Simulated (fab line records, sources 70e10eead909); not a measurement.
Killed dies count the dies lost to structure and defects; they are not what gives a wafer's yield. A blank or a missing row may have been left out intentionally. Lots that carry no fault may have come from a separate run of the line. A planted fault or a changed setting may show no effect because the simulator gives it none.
fab line records + flow nand_harc
[record]
- lots = 11
- wafers = 33
- last_day = 33
route steps=1302 shown A_SGD_CUT@916 A_SLIT@923 A_SIN_REMOVE@951 END@1302
lots untouched by any fault: they come from a run of this same line in which no faults occurred
start_h: start of the lot's first displayed wafer, in hours after the record's first day + wait_h: hours since the lot's step before + " the same as in the row above + L1.1+2: one row covering several wafers at once + - no value, or no start was given + * or withheld: withheld + < > ~ a bound
route shown NAME@n: NAME is a module with steps in the file, n the number in the route of the first one + usual: mean/standard deviation of fault-free wafers + same: alike in all rows + chamber/n: place in a boat + sites: per-site readings + _std_site: standard deviation of those values + _edge_site: mean of outer sites minus mean of inner sites + radius_mm: how far each site lies from the wafer's centre + mask NAME#n: copy n + behind: tool/chamber where the wafer was last shaped + hold: why the lot was held/for how many hours/how that ended + device: the transistor (n, p or np) that didn't switch + end of line: the route-end tests of the same wafers + a step with no rows: only its recipe + killed: the dies lost at the first sort to structure and to defects; this is not the yield of the wafer + map: per-die view of a wafer (x killed, . not killed, _ where there is no die)
set.NAME: the run value of the setting; set.NAME@STEP: its run value at that earlier step + model.NAME: the simulator's own value behind a step, which no gauge read
steps of the route over a sample of lots; a table a step, a row a wafer
services: from which hour (start_h, from the record's first day; less than 0 if before it) a tool's chamber was out of use, for how many hours, and why
[[steps]]
[step NHARC_A_SGD_CUT_THK_MEAS_22]
[recipe]
- thk_meas_gauge = ellipsometry
[usual]
- thk_nm = 147.7/1.5
| lot.wafer | tool          | chamber | start_h | wait_h | thk_nm |
|-----------|---------------|---------|---------|--------|--------|
| L911.1    | film_metro-02 | -       | 467.35  | 0.2    | 145.8  |
| L911.3    | "             | -       | "       | "      | 145.4  |
| L911.4    | "             | -       | "       | "      | 146.9  |
| L913.2    | film_metro-01 | -       | 473.36  | 0.2    | 146.9  |
| L913.3    | "             | -       | "       | "      | 147.5  |
| L913.5    | "             | -       | "       | "      | 146.0  |
| L912.2    | film_metro-01 | -       | 477.11  | 0.2    | 145.5  |
| L912.3    | "             | -       | "       | "      | 147.1  |
| L912.6    | "             | -       | "       | "      | 148.9  |
| L916.1    | film_metro-02 | -       | 482.53  | 0.2    | 148.1  |
| L916.5    | "             | -       | "       | "      | 148.5  |
| L916.6    | "             | -       | "       | "      | 146.4  |
| L917.1    | film_metro-01 | -       | 503.77  | 0.2    | 147.6  |
| L917.2    | "             | -       | "       | "      | 148.1  |
| L917.6    | "             | -       | "       | "      | 145.8  |
| L919.1    | film_metro-02 | -       | 520.14  | 0.2    | 144.4  |
| L919.3    | "             | -       | "       | "      | 147.2  |
| L919.6    | "             | -       | "       | "      | 145.4  |
| L920.1    | film_metro-01 | -       | 545.45  | 0.2    | 149.5  |
| L920.5    | "             | -       | "       | "      | 147.9  |
| L920.6    | "             | -       | "       | "      | 145.3  |
| L922.1    | film_metro-02 | -       | 553.92  | 0.2    | 149.3  |
| L922.4    | "             | -       | "       | "      | 145.9  |
| L922.6    | "             | -       | "       | "      | 149.7  |
| L928.2    | film_metro-01 | -       | 634.53  | 0.2    | 151.5  |
| L928.5    | "             | -       | "       | "      | 146.9  |
| L928.6    | "             | -       | "       | "      | 148.1  |
| L932.1    | film_metro-01 | -       | 661.99  | 0.2    | 146.8  |
| L932.2    | "             | -       | "       | "      | 147.3  |
| L932.3    | "             | -       | "       | "      | 149.8  |
| L934.2    | film_metro-02 | -       | 673.44  | 0.2    | 148.1  |
| L934.4    | "             | -       | "       | "      | 146.4  |
| L934.6    | "             | -       | "       | "      | 148.0  |
[step NHARC_A_SLIT_DEP_00]
[recipe]
- target_thk_a = 62000
- temp_c = 400
- material = aC
[usual]
- susceptor_temp_C = 400.03/0.23
- throttle_valve_pct = 35.000/0.0097
| lot.wafer | tool       | chamber | start_h | wait_h | susceptor_temp_C | throttle_valve_pct |
|-----------|------------|---------|---------|--------|------------------|--------------------|
| L911.1    | acl_dep-03 | 0       | 468.22  | -      | 399.96           | 35.018             |
| L911.3    | "          | 0       | 469.48  | -      | 400.14           | 34.990             |
| L911.4    | "          | 0       | "       | "      | 400.40           | 35.009             |
| L913.2    | acl_dep-03 | 0       | 476.46  | -      | -                | 35.011             |
| L913.3    | "          | 0       | "       | "      | -                | 35.007             |
| L913.5    | "          | 0       | 478.30  | -      | -                | 35.006             |
| L912.2    | acl_dep-03 | 0       | 480.15  | -      | -                | 34.994             |
| L912.3    | "          | 0       | "       | "      | -                | 34.984             |
| L912.6    | "          | 0       | 482.63  | -      | -                | 35.010             |
| L916.1    | acl_dep-02 | 0       | 483.52  | 0.4    | 400.29           | 35.008             |
| L916.5    | "          | 0       | 486.04  | 2.7    | 400.25           | 35.010             |
| L916.6    | "          | 0       | "       | "      | 400.12           | 35.004             |
| L917.1    | acl_dep-03 | 0       | 504.66  | -      | 400.36           | 35.003             |
| L917.2    | "          | 0       | "       | "      | 400.12           | 34.997             |
| L917.6    | "          | 0       | 507.82  | -      | 400.60           | 35.008             |
| L919.1    | acl_dep-03 | 0       | 530.59  | -      | 399.88           | 34.989             |
| L919.3    | "          | 0       | 531.85  | -      | 400.10           | 34.991             |
| L919.6    | "          | 0       | 533.73  | -      | 400.17           | 35.000             |
| L920.1    | acl_dep-03 | 0       | 551.98  | -      | -                | 35.000             |
| L920.5    | "          | 0       | 554.44  | -      | -                | 34.993             |
| L920.6    | "          | 0       | "       | "      | -                | 34.999             |
| L922.1    | acl_dep-03 | 0       | 562.94  | -      | 400.20           | 35.009             |
| L922.4    | "          | 0       | 564.83  | -      | 400.06           | 34.993             |
| L922.6    | "          | 0       | 566.08  | -      | 399.92           | 34.989             |
| L928.2    | acl_dep-02 | 0       | 636.18  | -      | -                | 34.997             |
| L928.5    | "          | 0       | 638.04  | -      | -                | 35.000             |
| L928.6    | "          | 0       | "       | "      | -                | 35.011             |
| L932.1    | acl_dep-01 | 0       | 663.79  | -      | 399.75           | 35.010             |
| L932.2    | "          | 0       | "       | "      | 399.57           | 34.996             |
| L932.3    | "          | 0       | "       | "      | 399.58           | 34.994             |
| L934.2    | acl_dep-03 | 0       | 680.03  | -      | 399.85           | 35.004             |
| L934.4    | "          | 0       | 681.28  | -      | 399.96           | 35.009             |
| L934.6    | "          | 0       | 682.53  | -      | 400.13           | 34.987             |
[step NHARC_A_SLIT_ETCH_15]
[recipe]
- target_depth_a = 62000
- over_etch_frac = 0.3
- time_s = 1612
- ion_energy_ev = 150
- o2_flow_sccm = 400
- cos_flow_sccm = 20
- ar_flow_sccm = 0
- rf_w = 500
- bias_w = 300
- chemistry = O2/COS
[usual]
- drypump_motor_current_A = 5.9/0.62
- oes_product_au = 1.001/0.01
- rf_vpp_V = 314.3/1.3
- showerhead_plenum_p_Torr = 3.14/0.085
- throttle_valve_pct = 28.330/0.009
| lot.wafer | tool        | chamber | start_h | wait_h | drypump_motor_current_A | oes_product_au | rf_hours_counter_h | rf_vpp_V | showerhead_plenum_p_Torr | throttle_valve_pct |
|-----------|-------------|---------|---------|--------|-------------------------|----------------|--------------------|----------|--------------------------|--------------------|
| L911.3    | rie_diel-02 | 2       | -       | -      | 6.5                     | 0.999          | 6.3                | 313.2    | 3.10                     | 28.323             |
| L911.1    | "           | 1       | "       | "      | 5.8                     | 1.002          | 4.5                | 314.9    | 3.19                     | 28.333             |
| L911.4    | "           | 1       | "       | "      | 5.8                     | 1.007          | -                  | 315.2    | 3.19                     | 28.316             |
| L913.2    | rie_diel-05 | 3       | -       | -      | 6.3                     | 1.005          | 4.4                | 311.0    | 2.99                     | 28.322             |
| L913.3    | "           | 0       | "       | "      | 5.0                     | 0.983          | 4.7                | 315.7    | 3.25                     | 28.317             |
| L913.5    | "           | 2       | "       | "      | 6.5                     | 1.007          | -                  | 315.5    | 3.23                     | 28.316             |
| L912.2    | rie_diel-05 | 0       | -       | -      | 5.0                     | 0.971          | 5.2                | 316.0    | 3.25                     | 28.325             |
| L912.3    | "           | 1       | "       | "      | 5.1                     | 1.013          | 6.1                | 315.3    | 3.17                     | 28.329             |
| L912.6    | "           | 0       | "       | "      | 5.0                     | 0.992          | -                  | 314.5    | 3.25                     | 28.326             |
| L916.1    | rie_diel-05 | 3       | -       | -      | 6.2                     | 0.996          | 5.5                | 312.4    | 2.99                     | 28.318             |
| L916.5    | "           | 1       | "       | "      | 5.1                     | 1.010          | -                  | 315.8    | 3.17                     | 28.334             |
| L916.6    | "           | 2       | "       | "      | 6.5                     | 1.008          | -                  | 315.4    | 3.23                     | 28.323             |
| L917.1    | rie_diel-05 | 3       | -       | -      | 6.3                     | 1.009          | 6.4                | 313.2    | 2.99                     | 28.334             |
| L917.2    | "           | 0       | "       | "      | 5.0                     | 0.995          | 7.3                | 315.9    | 3.25                     | 28.343             |
| L917.6    | "           | 1       | "       | "      | 5.1                     | 1.010          | -                  | 314.9    | 3.17                     | 28.343             |
| L919.1    | rie_diel-03 | 3       | -       | -      | 6.4                     | 0.997          | 2.8                | 313.4    | 3.08                     | 28.313             |
| L919.3    | "           | 1       | "       | "      | 6.2                     | 0.991          | 3.4                | 312.2    | 2.97                     | 28.324             |
| L919.6    | "           | 3       | "       | "      | 6.4                     | 0.999          | -                  | 314.6    | 3.08                     | 28.342             |
| L920.1    | rie_diel-05 | 1       | -       | -      | 5.1                     | 1.013          | 10.8               | 315.5    | 3.17                     | 28.329             |
| L920.5    | "           | 3       | "       | "      | 6.2                     | 1.010          | -                  | 313.5    | 2.99                     | 28.331             |
| L920.6    | "           | 0       | "       | "      | 5.0                     | 1.000          | -                  | 315.6    | 3.25                     | 28.325             |
| L922.1    | rie_diel-05 | 1       | -       | -      | 5.1                     | 1.006          | 11.5               | 313.7    | 3.17                     | 28.342             |
| L922.4    | "           | 3       | "       | "      | 6.2                     | 1.004          | 9.3                | 312.5    | 2.99                     | 28.335             |
| L922.6    | "           | 1       | "       | "      | 5.1                     | 1.011          | -                  | 315.8    | 3.17                     | 28.337             |
| L928.2    | rie_diel-05 | 3       | -       | -      | 6.2                     | 1.010          | 3.2                | 311.9    | 2.99                     | 28.337             |
| L928.5    | "           | 0       | "       | "      | 5.0                     | 0.996          | -                  | 315.8    | 3.25                     | 28.343             |
| L928.6    | "           | 3       | "       | "      | 6.2                     | 0.996          | -                  | 311.5    | 2.99                     | 28.324             |
| L932.3    | rie_diel-05 | 3       | -       | -      | 6.2                     | 1.001          | 5.3                | 312.5    | 2.99                     | 28.322             |
| L932.2    | "           | 0       | "       | "      | 5.0                     | 0.981          | 5.0                | 316.7    | 3.25                     | 28.326             |
| L932.1    | "           | 2       | "       | "      | 6.5                     | 1.025          | 4.1                | 316.0    | 3.23                     | 28.323             |
| L934.4    | rie_diel-02 | 0       | -       | -      | 5.3                     | 1.005          | 6.1                | 315.5    | 3.17                     | 28.302             |
| L934.2    | "           | 3       | "       | "      | 5.9                     | 1.001          | 5.2                | 315.0    | 3.17                     | 28.324             |
| L934.6    | "           | 1       | "       | "      | 5.8                     | 1.010          | -                  | 314.6    | 3.18                     | 28.332             |
[step NHARC_A_SLIT_ETCH_17]
[recipe]
- bias_v = 900
- source_w = withheld
- pressure_mtorr = 20
- ar_flow_sccm = 375
- c4f8_flow_sccm = 83.3
- o2_flow_sccm = 41.7
- time_s = 4254.5
- target_depth_a = 2.03e+05
- chemistry = C4F8/O2/Ar
[usual]
- drypump_motor_current_A = 5.8/0.35
- he_backside_leak_sccm = 6.2/0.81
- showerhead_plenum_p_Torr = 3.69/0.11
- throttle_valve_pct = 32.045/0.0096
| lot.wafer | tool        | chamber | start_h | wait_h | drypump_motor_current_A | he_backside_leak_sccm | rf_hours_counter_h | showerhead_plenum_p_Torr | throttle_valve_pct |
|-----------|-------------|---------|---------|--------|-------------------------|-----------------------|--------------------|--------------------------|--------------------|
| L911.1    | har_etch-01 | 1       | 475.75  | -      | 6.4                     | 6.2                   | 253                | 3.64                     | 32.048             |
| L911.4    | "           | 1       | 476.97  | -      | 6.4                     | 6.4                   | -                  | 3.64                     | 32.056             |
| L911.3    | "           | 0       | "       | "      | 5.7                     | 6.6                   | -                  | 3.65                     | 32.042             |
| L913.2    | har_etch-02 | 1       | 486.26  | -      | 5.4                     | 4.7                   | 58                 | 3.69                     | 32.048             |
| L913.3    | "           | 0       | "       | "      | 5.7                     | 5.7                   | -                  | 3.91                     | 32.043             |
| L913.5    | "           | 1       | 488.68  | -      | 5.4                     | 4.8                   | -                  | 3.69                     | 32.055             |
| L912.2    | har_etch-02 | 1       | 490.08  | -      | 5.4                     | 4.9                   | 62                 | 3.69                     | 32.066             |
| L912.3    | "           | 1       | 491.29  | -      | 5.4                     | 4.6                   | -                  | 3.69                     | 32.052             |
| L912.6    | "           | 0       | "       | "      | 5.7                     | 5.9                   | -                  | 3.90                     | 32.037             |
| L916.1    | har_etch-01 | 0       | 491.72  | -      | 5.7                     | 6.9                   | 268                | 3.64                     | 32.047             |
| L916.6    | "           | 0       | 494.13  | -      | 5.7                     | 6.9                   | -                  | 3.64                     | 32.045             |
| L916.5    | "           | 1       | "       | "      | 6.3                     | 6.0                   | -                  | 3.64                     | 32.041             |
| L917.2    | har_etch-01 | 0       | 510.62  | -      | 5.7                     | 6.7                   | 276                | 3.63                     | 32.034             |
| L917.1    | "           | 1       | "       | "      | 6.3                     | 6.2                   | 276                | 3.63                     | 32.039             |
| L917.6    | "           | 0       | 513.05  | -      | 5.7                     | 6.8                   | -                  | 3.63                     | 32.043             |
| L919.1    | har_etch-01 | 1       | 537.10  | -      | 6.3                     | 6.3                   | 287                | 3.63                     | 32.043             |
| L919.3    | "           | 0       | "       | "      | 5.7                     | 6.9                   | -                  | 3.63                     | 32.039             |
| L919.6    | "           | 1       | 539.52  | -      | 6.3                     | 6.1                   | -                  | 3.63                     | 32.048             |
| L920.1    | har_etch-01 | 1       | 558.88  | -      | 6.3                     | 6.5                   | 302                | 3.62                     | 32.056             |
| L920.5    | "           | 0       | 560.73  | -      | 5.6                     | 7.2                   | -                  | 3.62                     | 32.049             |
| L920.6    | "           | 1       | "       | "      | 6.4                     | 6.3                   | -                  | 3.62                     | 32.035             |
| L922.1    | har_etch-02 | 0       | 569.34  | -      | 5.7                     | 6.6                   | 104                | 3.88                     | 32.031             |
| L922.4    | "           | 0       | 570.56  | -      | 5.7                     | 6.5                   | -                  | 3.88                     | 32.056             |
| L922.6    | "           | 0       | 571.78  | -      | 5.7                     | 6.5                   | -                  | 3.88                     | 32.048             |
| L928.2    | har_etch-01 | 0       | 642.54  | -      | 5.7                     | 7.6                   | 344                | 3.60                     | 32.048             |
| L928.6    | "           | 1       | 644.36  | -      | 6.3                     | 6.8                   | -                  | 3.60                     | 32.038             |
| L928.5    | "           | 0       | "       | "      | 5.7                     | 7.5                   | -                  | 3.60                     | 32.037             |
| L932.1    | har_etch-01 | 1       | 669.62  | -      | 6.4                     | 6.3                   | 367                | 3.58                     | 32.045             |
| L932.2    | "           | 0       | "       | "      | 5.7                     | 7.2                   | 367                | 3.58                     | 32.025             |
| L932.3    | "           | 0       | 671.47  | -      | 5.7                     | 7.3                   | -                  | 3.58                     | 32.037             |
| L934.2    | har_etch-02 | 1       | 685.35  | -      | 5.4                     | 5.1                   | 169                | 3.63                     | 32.042             |
| L934.4    | "           | 0       | 687.14  | -      | 5.7                     | 6.8                   | -                  | 3.84                     | 32.036             |
| L934.6    | "           | 1       | "       | "      | 5.4                     | 5.2                   | -                  | 3.63                     | 32.033             |
[step NHARC_A_SIN_REMOVE_INSPECT_04]
[usual]
- raw_defect_count = 371/90
| lot.wafer | tool              | chamber | start_h | wait_h | raw_defect_count |
|-----------|-------------------|---------|---------|--------|------------------|
| L911.1    | defect_inspect-01 | -       | 487.52  | 0.0    | 336              |
| L911.3    | "                 | -       | "       | "      | 367              |
| L911.4    | "                 | -       | "       | "      | 320              |
| L913.2    | defect_inspect-01 | -       | 498.73  | 0.0    | 225              |
| L913.3    | "                 | -       | "       | "      | 316              |
| L913.5    | "                 | -       | "       | "      | 266              |
| L912.2    | defect_inspect-01 | -       | 501.15  | 0.0    | 301              |
| L912.3    | "                 | -       | "       | "      | 358              |
| L912.6    | "                 | -       | "       | "      | 357              |
| L916.1    | defect_inspect-01 | -       | 504.51  | 0.0    | 490              |
| L916.5    | "                 | -       | "       | "      | 318              |
| L916.6    | "                 | -       | "       | "      | 392              |
| L917.1    | defect_inspect-01 | -       | 522.35  | 0.0    | 705              |
| L917.2    | "                 | -       | "       | "      | 361              |
| L917.6    | "                 | -       | "       | "      | 363              |
| L919.1    | defect_inspect-01 | -       | 548.15  | 0.0    | 460              |
| L919.3    | "                 | -       | "       | "      | 505              |
| L919.6    | "                 | -       | "       | "      | 499              |
| L920.1    | defect_inspect-01 | -       | 569.30  | 0.0    | 381              |
| L920.5    | "                 | -       | "       | "      | 442              |
| L920.6    | "                 | -       | "       | "      | 423              |
| L922.1    | defect_inspect-01 | -       | 580.30  | 0.0    | 320              |
| L922.4    | "                 | -       | "       | "      | 281              |
| L922.6    | "                 | -       | "       | "      | 308              |
| L928.2    | defect_inspect-01 | -       | 653.68  | 0.1    | 326              |
| L928.5    | "                 | -       | "       | "      | 331              |
| L928.6    | "                 | -       | "       | "      | 1002             |
| L932.1    | defect_inspect-02 | -       | 681.44  | 0.1    | 1137             |
| L932.2    | "                 | -       | "       | "      | 304              |
| L932.3    | "                 | -       | "       | "      | 486              |
| L934.2    | defect_inspect-02 | -       | 696.96  | 0.0    | 431              |
| L934.4    | "                 | -       | "       | "      | 330              |
| L934.6    | "                 | -       | "       | "      | 375              |
[step NHARC_END_SORT_01]
[recipe]
- temp_c = 25
[usual]
- killed_at_array = 49/18
- killed_at_other = 0.8/1
- killed_at_periphery = 4.2/2.8
- killed_dies = 54/18
- killed_open = 3.0/1.7
- killed_short = 2.5/1.6
[same]
- gross_dies = 677
| lot.wafer | tool      | chamber | start_h | wait_h | killed_at_array | killed_at_other | killed_at_periphery | killed_dies | killed_open | killed_short |
|-----------|-----------|---------|---------|--------|-----------------|-----------------|---------------------|-------------|-------------|--------------|
| L928.2    | prober-01 | 0       | 750.95  | 2.8    | 53              | 3               | 5                   | 61          | 3           | 1            |
| L928.5    | prober-01 | 0       | 753.35  | 3.7    | 42              | 0               | 7                   | 49          | 2           | 3            |
| L928.6    | prober-01 | 0       | 754.15  | 4.0    | 116             | 0               | 1                   | 117         | 1           | 0            |
| L932.1    | prober-02 | 0       | 775.49  | 2.5    | 124             | 0               | 2                   | 126         | 3           | 3            |
| L932.2    | prober-02 | 0       | 776.29  | 2.8    | 66              | 0               | 3                   | 69          | 3           | 4            |
| L932.3    | prober-02 | 0       | 777.09  | 3.1    | 33              | 0               | 5                   | 38          | 4           | 2            |
// killed by level:class
L928.2 A_SLIT:chamber_film_flake=15 A_CHANNEL_HOLE_D1:chamber_film_flake=14 A_CONTACT:chamber_film_flake=7 A_CHANNEL_HOLE_D2:chamber_film_flake=5 P_CONTACT:chamber_film_flake=4 A_STAIRCASE:chamber_film_flake=4 A_CHANNEL_FILL_D2:chamber_film_flake=3 THIN_TSV:chamber_film_flake=3
L928.5 A_SLIT:chamber_film_flake=21 A_STAIRCASE:chamber_film_flake=6 A_CONTACT:chamber_film_flake=5 A_CHANNEL_HOLE_D1:chamber_film_flake=3 A_CHANNEL_HOLE_D2:chamber_film_flake=2 P_GATE:geometric_particle:open=1 P_GATE:geometric_particle:short=1 P_CONTACT:geometric_particle:short=1
L928.6 A_SLIT:unspecified=91 A_SLIT:chamber_film_flake=10 A_CONTACT:chamber_film_flake=7 A_STAIRCASE:chamber_film_flake=2 A_WL_FILL:chamber_film_flake=2 A_WL_FILL:geometric_particle:open=1 P_GATE:chamber_film_flake=1 A_CHANNEL_HOLE_D2:chamber_film_flake=1
L932.1 A_SLIT:unspecified=89 A_CHANNEL_HOLE_D2:chamber_film_flake=17 A_SLIT:chamber_film_flake=8 A_CONTACT:chamber_film_flake=2 P_M0:geometric_particle:open=1 A_SOURCE_PLATE:geometric_particle:short=1 A_ONON_D2:geometric_particle:open=1 A_SGD_CUT:geometric_particle:short=1
L932.2 A_CHANNEL_HOLE_D2:chamber_film_flake=33 A_SLIT:chamber_film_flake=20 A_CONTACT:chamber_film_flake=6 P_M0:geometric_particle:short=2 A_CHANNEL_HOLE_D1:geometric_particle:open=1 A_ONON_D2:geometric_particle:short=1 A_ONON_D2:geometric_particle:open=1 A_CHANNEL_HOLE_D2:geometric_particle:short=1
L932.3 A_SLIT:chamber_film_flake=12 A_CHANNEL_HOLE_D2:chamber_film_flake=11 P_ZERO_WELL:chamber_film_flake=3 A_CONTACT:chamber_film_flake=3 P_GATE:geometric_particle:open=1 P_M0:geometric_particle:short=1 A_SOURCE_PLATE:geometric_particle:short=1 A_ONON_D2:geometric_particle:open=1
[[services]]
| tool        | chamber | start_h | hours | kind   |
|-------------|---------|---------|-------|--------|
| rie_diel-02 | 3       | 458.19  | 11.3  | repair |
| rie_diel-03 | -       | 458.30  | 9.0   | pm     |
| rie_diel-05 | 0       | 464.62  | -     | clean  |
| rie_diel-05 | 1       | 464.62  | -     | clean  |
| rie_diel-05 | 2       | 464.62  | -     | clean  |
| rie_diel-05 | 3       | 464.62  | -     | clean  |
| acl_dep-03  | -       | 483.58  | 13.0  | pm     |
| rie_diel-05 | 0       | 489.54  | -     | clean  |
| rie_diel-05 | 1       | 489.54  | -     | clean  |
| rie_diel-05 | 2       | 489.54  | -     | clean  |
| rie_diel-05 | 3       | 489.54  | -     | clean  |
| har_etch-02 | -       | 540.69  | 2.4   | repair |
| acl_dep-01  | -       | 551.62  | 13.0  | pm     |
| rie_diel-02 | -       | 570.89  | 9.0   | pm     |
| rie_diel-05 | -       | 583.64  | 9.0   | pm     |
| acl_dep-02  | -       | 609.28  | 13.0  | pm     |
| rie_diel-02 | 0       | 621.41  | 3.1   | repair |
| rie_diel-03 | -       | 635.30  | 9.0   | pm     |
| rie_diel-05 | 2       | 635.47  | 6.6   | repair |
| rie_diel-05 | -       | 636.64  | 0.2   | repair |
| rie_diel-02 | 1       | 662.85  | 3.1   | repair |
| acl_dep-03  | -       | 664.58  | 13.0  | pm     |
| rie_diel-03 | 1       | 669.04  | 20.1  | repair |
| rie_diel-03 | 2       | 680.61  | 12.1  | repair |
[[key]]
[first_sign]
- step = NHARC_A_SIN_REMOVE_INSPECT_04
- reading = raw_defect_count
- direction = up
- sigmas = 7.8
- usual = 371
- struck = 1070
[effect]
- step = NHARC_END_SORT_01
- reading = killed_at_array
- direction = up
- sigmas = 3.9
- usual = 49
- struck = 120
[more_kills_born_at]
- NHARC_A_SLIT_ETCH_17@har_etch-01 = 116
met_at NHARC_A_SLIT_ETCH_17
struck_lots L928,L932
struck_wafers L928.6,L932.1
tester_left_out L928,L932
not_acting_at NHARC_A_SGD_CUT_THK_MEAS_22,NHARC_A_SLIT_DEP_00,NHARC_A_SLIT_ETCH_15
onset_between 558.88 642.54
[fault]
- kind = chamber_particle_source
- tool = har_etch-01
- chamber = 1
- onset_h = 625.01
- steps = NHARC_A_SLIT_ETCH_17
- rate_per_visit_cm2 = 1.0916
- end_h = 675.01
// tester_left_out: of these lots the tester's yield and bins aren't shown, on N5 and GAA mostly nor the transistor test; their killed dies are dies lost to structure and defects alone, not to doping, threshold or leakage, so they don't give the yield
